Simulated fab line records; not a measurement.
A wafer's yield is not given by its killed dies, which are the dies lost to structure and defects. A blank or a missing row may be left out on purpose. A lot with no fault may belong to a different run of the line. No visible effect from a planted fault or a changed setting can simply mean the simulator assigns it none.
Matching of chambers    flow n5_finfet    N5_MOL_CONTACT_COAG_CMP_52 on cmp-01 has 4 sister chambers
The step polishes, stops on SiO2, t overpolish 1.5 s, target thk 66.5 nm. 18 wafers are shown with their chamber, then 9 later ones without.

== WAFERS WITH THEIR CHAMBER ==
wafer   chamber  motor_current_A (A)  time_to_endpoint_s (s)  overpolish_run_s (s)
L075.1  1        11.8                 17.1                    1.508
L075.3  3        9.5                  13.8                    1.496
L075.6  0        11.2                 16.4                    1.505
L078.1  3        9.9                  17.6                    1.490
L078.4  1        12.7                 15.9                    1.487
L078.6  1        12.7                 17.5                    1.488
L078.2  0        11.6                 15.0                    1.506
L078.3  2        14.8                 14.4                    1.493
L078.5  2        14.9                 13.8                    1.515
L079.1  2        14.3                 12.7                    1.477
L079.4  3        10.1                 17.7                    1.500
L079.6  1        11.4                 16.6                    1.511
L086.1  2        14.3                 12.7                    1.490
L086.3  3        9.9                  15.7                    1.501
L086.4  1        12.3                 14.4                    1.506
L087.2  0        11.0                 14.6                    1.498
L087.5  3        9.9                  19.4                    1.514
L087.6  0        11.3                 18.1                    1.506

SIGNATURES (averages over the wafers above)
reading             chamber 0  chamber 1  chamber 2  chamber 3  scatter within a chamber
motor_current_A     11.275     12.180     14.575     9.860      0.377
time_to_endpoint_s  16.025     16.300     13.400     16.840     1.56
overpolish_run_s    1.50375    1.50000    1.49375    1.50020    0.0108
Rule: for a wafer and a chamber, the distance is found by dividing, reading by reading, the gap between the wafer's reading and the chamber's mean by the reading's scatter, squaring, summing and taking the root. If the next closest chamber is less than 2 further off than the closest, the wafer can't be placed; otherwise it belongs to the closest. The scatter is the square root of a quotient: the sum, over the shown wafers, of each reading's squared deviation from its chamber's mean, divided by wafers minus chambers.

== WAFERS WITHOUT THEIR CHAMBER ==
wafer   motor_current_A (A)  time_to_endpoint_s (s)  overpolish_run_s (s)
L088.1  9.8                  19.4                    1.487
L088.2  15.4                 15.1                    1.499
L088.6  11.3                 19.0                    1.499
L096.1  12.6                 12.8                    1.504
L096.2  10.8                 14.9                    1.491
L096.5  12.6                 15.3                    1.500
L097.2  10.6                 15.9                    1.494
L097.3  9.3                  16.2                    1.494
L097.6  14.6                 13.7                    1.488

== THE CHAMBER EACH PASSED THROUGH ==
wafer   from the rows above           in truth
L088.1  3                             3
L088.2  2                             2
L088.6  can't be placed: 0 or 1       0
L096.1  can't be placed: 1 or 0       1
L096.2  can't be placed: 0 or 3 or 1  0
L096.5  1                             1
L097.2  can't be placed: 0 or 3       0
L097.3  3                             3
L097.6  2                             2
5 of 9 placed correctly. Cannot be placed on the basis of these rows: 4; the candidates contain the true chamber in 4. Placed wrongly: 0.
